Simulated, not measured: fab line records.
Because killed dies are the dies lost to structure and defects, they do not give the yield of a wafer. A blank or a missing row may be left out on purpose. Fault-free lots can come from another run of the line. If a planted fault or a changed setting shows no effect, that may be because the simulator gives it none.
Matching of chambers :: flow nandHarc :: rieDiel-03 running NHARC_A_STAIRCASE_TRIM_20: 4 sister chambers
The step chemistry O2, time 211.2 s. 16 wafers are shown with their chamber, then 8 later ones without.

WAFERS, EACH WITH ITS CHAMBER
wafer: L079.1
chamber: 0
showerheadPlenumPTorr (Torr): 3.31
oesProductAu (a.u.): 0.996
rfVppV (V): 54.5

wafer: L079.2
chamber: 2
showerheadPlenumPTorr (Torr): 3.48
oesProductAu (a.u.): 1.007
rfVppV (V): 57.7

wafer: L079.5
chamber: 2
showerheadPlenumPTorr (Torr): 3.47
oesProductAu (a.u.): 1.012
rfVppV (V): 58.0

wafer: L083.2
chamber: 2
showerheadPlenumPTorr (Torr): 3.47
oesProductAu (a.u.): 1.020
rfVppV (V): 59.2

wafer: L083.4
chamber: 3
showerheadPlenumPTorr (Torr): 3.53
oesProductAu (a.u.): 1.000
rfVppV (V): 57.6

wafer: L083.6
chamber: 2
showerheadPlenumPTorr (Torr): 3.47
oesProductAu (a.u.): 1.010
rfVppV (V): 58.5

wafer: L084.3
chamber: 2
showerheadPlenumPTorr (Torr): 3.47
oesProductAu (a.u.): 1.025
rfVppV (V): 58.1

wafer: L084.4
chamber: 2
showerheadPlenumPTorr (Torr): 3.47
oesProductAu (a.u.): 1.017
rfVppV (V): 56.9

wafer: L084.5
chamber: 1
showerheadPlenumPTorr (Torr): 3.49
oesProductAu (a.u.): 0.998
rfVppV (V): 60.1

wafer: L087.2
chamber: 3
showerheadPlenumPTorr (Torr): 3.52
oesProductAu (a.u.): 1.010
rfVppV (V): 58.0

wafer: L087.3
chamber: 0
showerheadPlenumPTorr (Torr): 3.30
oesProductAu (a.u.): 1.010
rfVppV (V): 57.3

wafer: L087.4
chamber: 1
showerheadPlenumPTorr (Torr): 3.48
oesProductAu (a.u.): 1.008
rfVppV (V): 56.0

wafer: L090.2
chamber: 2
showerheadPlenumPTorr (Torr): 3.46
oesProductAu (a.u.): 1.017
rfVppV (V): 56.9

wafer: L090.3
chamber: 3
showerheadPlenumPTorr (Torr): 3.52
oesProductAu (a.u.): 1.003
rfVppV (V): 59.2

wafer: L090.4
chamber: 1
showerheadPlenumPTorr (Torr): 3.48
oesProductAu (a.u.): 0.998
rfVppV (V): 56.9

wafer: L096.3
chamber: 2
showerheadPlenumPTorr (Torr): 3.44
oesProductAu (a.u.): 1.014
rfVppV (V): 58.0

SIGNATURES (means of the wafers above)
reading: showerheadPlenumPTorr
chamber 0: 3.3050
chamber 1: 3.4833
chamber 2: 3.4663
chamber 3: 3.5233
scatter within a chamber: 0.00988

reading: oesProductAu
chamber 0: 1.00300
chamber 1: 1.00133
chamber 2: 1.01525
chamber 3: 1.00433
scatter within a chamber: 0.00612

reading: rfVppV
chamber 0: 55.900
chamber 1: 57.667
chamber 2: 57.913
chamber 3: 58.267
scatter within a chamber: 1.25
Rule: for a wafer and a chamber, the distance is found by dividing, reading by reading, the gap between the wafer's reading and the chamber's mean by the reading's scatter, squaring, summing and taking the root. If the next closest chamber is less than 2 further off than the closest, the wafer can't be placed; otherwise it belongs to the closest. The scatter: take each reading less its chamber's mean, square it, sum over the shown wafers, divide by the number of wafers less the number of chambers, and take the root.

WAFERS WITHOUT THEIR CHAMBER
wafer: L096.4
showerheadPlenumPTorr (Torr): 3.46
oesProductAu (a.u.): 0.994
rfVppV (V): 59.1

wafer: L096.5
showerheadPlenumPTorr (Torr): 3.46
oesProductAu (a.u.): 0.994
rfVppV (V): 57.2

wafer: L097.1
showerheadPlenumPTorr (Torr): 3.46
oesProductAu (a.u.): 1.003
rfVppV (V): 57.8

wafer: L097.2
showerheadPlenumPTorr (Torr): 3.51
oesProductAu (a.u.): 1.013
rfVppV (V): 58.4

wafer: L097.6
showerheadPlenumPTorr (Torr): 3.46
oesProductAu (a.u.): 1.007
rfVppV (V): 57.1

wafer: L097.3
showerheadPlenumPTorr (Torr): 3.44
oesProductAu (a.u.): 1.012
rfVppV (V): 57.7

wafer: L097.4
showerheadPlenumPTorr (Torr): 3.29
oesProductAu (a.u.): 1.015
rfVppV (V): 58.3

wafer: L097.5
showerheadPlenumPTorr (Torr): 3.44
oesProductAu (a.u.): 1.001
rfVppV (V): 56.8

WHICH CHAMBER EACH ONE RAN IN
wafer: L096.4
from the rows above: can't be placed: 1 or 2
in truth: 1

wafer: L096.5
from the rows above: can't be placed: 1 or 2
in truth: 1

wafer: L097.1
from the rows above: can't be placed: 2 or 1
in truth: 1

wafer: L097.2
from the rows above: can't be placed: 3 or 1
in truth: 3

wafer: L097.6
from the rows above: can't be placed: 2 or 1
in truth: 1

wafer: L097.3
from the rows above: 2
in truth: 2

wafer: L097.4
from the rows above: 0
in truth: 0

wafer: L097.5
from the rows above: can't be placed: 2 or 1
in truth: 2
Placed correctly: 2 of 8. From these rows, 6 cannot be placed; in 6 the true chamber is one of the candidates. Placed wrongly: 0.
